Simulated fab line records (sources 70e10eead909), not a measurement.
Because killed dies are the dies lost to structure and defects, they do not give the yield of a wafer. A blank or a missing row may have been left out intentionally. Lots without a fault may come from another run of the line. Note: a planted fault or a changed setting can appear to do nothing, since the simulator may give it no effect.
Comparing a struck lot with a sound one | flow nand harc | 14 out of 1302 route steps
Sound: these wafers, L579.4, L579.5, L579.6. Struck: wafer L595.2 (L595.1, L595.4, from the same lot, were not struck and are left out); the cause is given at the end.
Per side, at each step with rows, come the tool, then ch with its chambers, and then its first start. Under that, the readings that differ: sound wafers | struck wafers | difference of the means | sigmas: that difference in standard deviations of wafers without a fault.
alike: a reading whose means differ by less than 2 such deviations, as well as words and numbers matching on both sides. not compared: withheld readings; readings where some wafer has no value; bounds like >300 that might hide an equal value; numbers whose values overlap and for which the record gives no deviation.
The two part at a step that has a row with sigmas, a row that says differs or no value, or rows on one side only. Numbers that don't overlap but have no deviation are shown without sigmas and don't part them. A reading that every wafer of one side lacks parts them only if that side has two wafers or more.

first, 4 steps without rows for these wafers: NHARC_A_STAIRCASE_EXPOSE_214 (exposes mask STAIR 3); NHARC_A_STAIRCASE_PEB_215 (peb time 130 s); NHARC_A_STAIRCASE_DEVELOP_216 (time 140 s); NHARC_A_STAIRCASE_HARDBAKE_218 (time 140 s).
NHARC_A_STAIRCASE_DESCUM_219: chemistry O2, time 3 s.
  sound on rie diel-07 ch 2,3, day 17 01:56; struck on rie diel-01 ch 1, day 23 23:53
  reading                     | sound       | struck | difference | sigmas
  drypump motor current A (A) | 6.7 6.7 5.3 | 5.1    | -1.1       | -2
  alike: oes product au, rf vpp V, showerhead plenum p Torr, throttle valve pct
  not compared: rf hours counter h
NHARC_A_STAIRCASE_TRIM_220: chemistry O2, time 211.2 s.
  sound on rie diel-07 ch 0,1,3, day 17 02:05; struck on rie diel-01 ch 2, day 23 23:58
  reading               | sound             | struck | difference | sigmas
  oes product au (a.u.) | 1.013 1.008 1.013 | 0.993  | -0.018     | -3
  alike: drypump motor current A, rf vpp V, run length s, showerhead plenum p Torr, throttle valve pct
  not compared: rf hours counter h
then, 2 steps without rows for these wafers: NHARC_A_STAIRCASE_ETCH_221 (etches the open film in C4F8/O2, target depth 100 nm, time 40.5 s); NHARC_A_STAIRCASE_TRIM_222 (chemistry O2, time 211.2 s).
NHARC_A_STAIRCASE_ETCH_223: etches the open film in C4F8/O2, target depth 100 nm, time 40.5 s.
  sound on rie diel-07 ch 1,2; struck on rie diel-01 ch 2
  alike: oes product au, rf vpp V
  not compared: rf hours counter h
NHARC_A_STAIRCASE_TRIM_224: chemistry O2, time 211.2 s.
  sound on rie diel-07 ch 1,2; struck on rie diel-01 ch 0
  reading      | sound          | struck | difference | sigmas
  rf vpp V (V) | 58.4 57.0 56.8 | 59.1   | +1.7       | +2
  alike: drypump motor current A, oes product au, run length s, showerhead plenum p Torr, throttle valve pct
  not compared: rf hours counter h
then, 1 step without rows for these wafers: NHARC_A_STAIRCASE_ETCH_225 (etches the open film in C4F8/O2, target depth 100 nm, time 40.5 s).
NHARC_A_STAIRCASE_TRIM_226: chemistry O2, time 211.2 s.
  sound on rie diel-07 ch 1,2,3, day 17 02:47; struck on rie diel-01 ch 1, day 24 00:40
  reading          | sound             | struck | difference | sigmas
  run length s (s) | 232.4 232.7 231.6 | 208.4  | -23.8      | -53
  alike: drypump motor current A, oes product au, rf vpp V, showerhead plenum p Torr, throttle valve pct
  not compared: rf hours counter h
NHARC_A_STAIRCASE_ETCH_227: etches the open film in C4F8/O2, target depth 100 nm, time 40.5 s.
  sound on rie diel-07 ch 1,2,3; struck on rie diel-01 ch 0
  alike: oes product au, rf vpp V
  not compared: rf hours counter h
-- jump in the record: it breaks off in module A_STAIRCASE and resumes in module END (first step shown: number 1302 of the route), and 9 days separate the struck wafers' starts before and after --
NHARC_END_SORT_01:
  sound on prober-01 ch 0, day 25 01:49; struck on prober-01 ch 0, day 32 20:05
  reading         | sound    | struck | difference | sigmas
  killed at array | 83 87 77 | 47     | -35        | -2
  killed dies     | 90 93 87 | 50     | -40        | -2
  alike: killed at other, killed at periphery, killed open, killed short

== WHERE THEY PART ==
Last at NHARC_END_SORT_01 as far as this record goes, first at NHARC_A_STAIRCASE_DESCUM_219.

WHY: what had been put in by the simulator
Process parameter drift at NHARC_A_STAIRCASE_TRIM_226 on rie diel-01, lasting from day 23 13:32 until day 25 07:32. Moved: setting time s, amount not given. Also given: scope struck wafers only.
